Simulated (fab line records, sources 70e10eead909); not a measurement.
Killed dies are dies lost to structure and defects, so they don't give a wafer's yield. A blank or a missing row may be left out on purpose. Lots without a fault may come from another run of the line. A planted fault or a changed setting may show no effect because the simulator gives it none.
Chamber matching | flow nand_harc | NHARC_A_STAIRCASE_CMP_450 on cmp-03: 4 sister chambers
The step polishes SiO2, target thk 200 nm. 14 wafers are shown with their chamber, then 7 later ones without.

WAFERS WITH THEIR CHAMBER
wafer  | chamber | motor_current_A (A) | slurry_flow_ml_min
L082.1 | 0       | 10.7                | 150.0
L082.2 | 1       | 11.0                | 149.3
L082.6 | 1       | 11.2                | 150.3
L087.2 | 3       | 12.3                | 149.9
L087.3 | 0       | 10.4                | 149.3
L087.5 | 0       | 10.7                | 149.7
L088.1 | 3       | 12.2                | 149.2
L088.2 | 2       | 9.6                 | 150.0
L088.4 | 1       | 11.1                | 150.4
L090.2 | 1       | 10.6                | 149.4
L090.3 | 3       | 13.3                | 150.0
L090.6 | 3       | 12.6                | 149.4
L091.1 | 1       | 10.0                | 149.4
L091.4 | 0       | 11.1                | 151.0

SIGNATURES (means of the wafers above)
reading            | chamber 0 | chamber 1 | chamber 2 | chamber 3 | scatter within a chamber
motor_current_A    | 10.725    | 10.780    | 9.600     | 12.600    | 0.442
slurry_flow_ml_min | 150.000   | 149.760   | 150.000   | 149.625   | 0.566
Rule: a wafer's distance from a chamber is the root of the sum, over the readings, of the square of ((its reading less the chamber's mean) divided by the reading's scatter). The wafer belongs to the nearest chamber; if the next one is less than 2 further off, it can't be placed. The scatter: the root of (the sum of the squares of (reading less its chamber's mean) over the shown wafers, divided by (wafers less chambers)).

WAFERS WITHOUT THEIR CHAMBER
wafer  | motor_current_A (A) | slurry_flow_ml_min
L091.5 | 10.2                | 150.5
L093.3 | 9.6                 | 150.4
L093.5 | 12.8                | 149.2
L093.6 | 9.6                 | 149.5
L097.2 | 9.5                 | 150.4
L097.3 | 10.5                | 149.8
L097.4 | 11.0                | 150.7

WHICH CHAMBER EACH WENT THROUGH
wafer  | from the rows above          | in truth
L091.5 | can't be placed: 0 or 2 or 1 | 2
L093.3 | can't be placed: 2 or 0      | 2
L093.5 | 3                            | 3
L093.6 | can't be placed: 2 or 0 or 1 | 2
L097.2 | 2                            | 2
L097.3 | can't be placed: 0 or 1 or 2 | 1
L097.4 | can't be placed: 0 or 1      | 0
Placed correctly: 2 of 7. Can't be placed from these rows: 5 (the true chamber is among the candidates in 5). Placed wrongly: 0.
